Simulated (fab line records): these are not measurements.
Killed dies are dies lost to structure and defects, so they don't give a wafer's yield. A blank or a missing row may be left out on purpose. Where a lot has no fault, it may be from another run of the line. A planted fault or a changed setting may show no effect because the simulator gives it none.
The same fault as seen by 3 desks ; flow nand_harc ; what lay behind the numbers comes last; until then each desk has only its own

== FOR THE TOOL OWNER'S DESK: litho_track-06 ==
At NHARC_A_M1_SOFTBAKE_04 (time 55 s), the tool's own readings, given per lot that ran on this tool as the mean of the sampled wafers with a number. Marked OUT: a lot whose mean sits more than 4 standard deviations from the usual mean, which makes it out of limits; the brackets give that distance.
Columns: A = exhaust_pa at NHARC_A_M1_SOFTBAKE_04, usual 45.2 Pa; B = heater_power_total_W at NHARC_A_M1_SOFTBAKE_04, usual 188.45 W
lot;first seen here;A;B
L517;day 18 00:00;45.4;188.38
L521;day 19 13:00;45.5;192.02 (+27) OUT
L522;day 19 13:00;45.2;188.41
L524;day 20 23:00;44.9;192.05 (+28) OUT
L536;day 23 06:00;43.8;188.38
L538;day 23 17:00;46.4;188.41
This desk finds L521, L524 out of limits, L521 being first, at day 19 13:00 (heater_power_total_W at NHARC_A_M1_SOFTBAKE_04). In limits: L517, L522, L536, L538.

== THE DEFECT DESK ==
Lot by lot, what the route's inspections counted, given as the mean of those sampled wafers with a number. Marked OUT: a lot whose mean sits more than 4 standard deviations from the usual mean, which makes it out of limits; the brackets give that distance.
Columns: A = raw_defect_count at NHARC_A_M0_INSPECT_11, usual 32; B = raw_defect_count at NHARC_A_M1_INSPECT_27, usual 456
lot;first seen here;A;B
L517;day 17 20:32;38;451
L520;day 18 05:41;23;392
L522;day 19 09:25;34;390
L521;day 19 10:07;15;435
L525;day 20 08:59;30;299
L524;day 20 18:31;14;473
L527;day 21 14:22;19;385
L531;day 21 21:43;41;466
L535;day 22 04:44;38;499
L534;day 22 09:36;57;450
L537;day 22 20:53;14;432
L536;day 23 03:04;58;442
L538;day 23 13:37;22;445
This desk found nothing out of limits on any of the 13 lots.

== AT THE METROLOGY DESK ==
What the gauges read, lot by lot, whatever tool the lot ran on: means of the sampled wafers that have a number. Marked OUT: a lot whose mean sits more than 4 standard deviations from the usual mean, which makes it out of limits; the brackets give that distance.
Columns: A = overlay_x_nm at NHARC_A_M0_OVL_MEAS_10, usual 0.2 nm; B = overlay_y_nm at NHARC_A_M0_OVL_MEAS_10, usual 0.0 nm
lot;first seen here;A;B
L517;day 17 20:31;-0.9;-1.0
L520;day 18 05:38;-1.3;0.5
L522;day 19 09:23;-0.9;0.8
L521;day 19 10:05;0.4;0.4
L525;day 20 08:57;-0.7;0.3
L524;day 20 18:28;0.0;0.2
L527;day 21 14:20;0.3;-0.4
L531;day 21 21:41;1.9;-0.8
L535;day 22 04:41;0.4;-1.0
L534;day 22 09:34;-0.4;-1.0
L537;day 22 20:51;0.1;-0.5
L536;day 23 03:02;0.2;0.6
L538;day 23 13:35;1.4;0.5
This desk found nothing out of limits on any of the 13 lots.

== PUT TOGETHER ==
At day 19 13:00, on L521, L524, the tool owner's desk was in a position to raise an alarm.
Nothing the defect desk looked at was out of limits.
Nothing out of limits was seen by the metrology desk.
The defect desk has L521, L524 on record, within its limits.
The metrology desk holds a record of L521, L524, inside its limits.
Every lot named ran NHARC_A_M1_SOFTBAKE_04 on litho_track-06.

== WHAT THE SIMULATOR HAD PUT IN ==
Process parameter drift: litho_track-06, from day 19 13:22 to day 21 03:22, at NHARC_A_M1_SOFTBAKE_04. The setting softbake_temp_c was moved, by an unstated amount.
Shown lots that were struck: L521, L524.
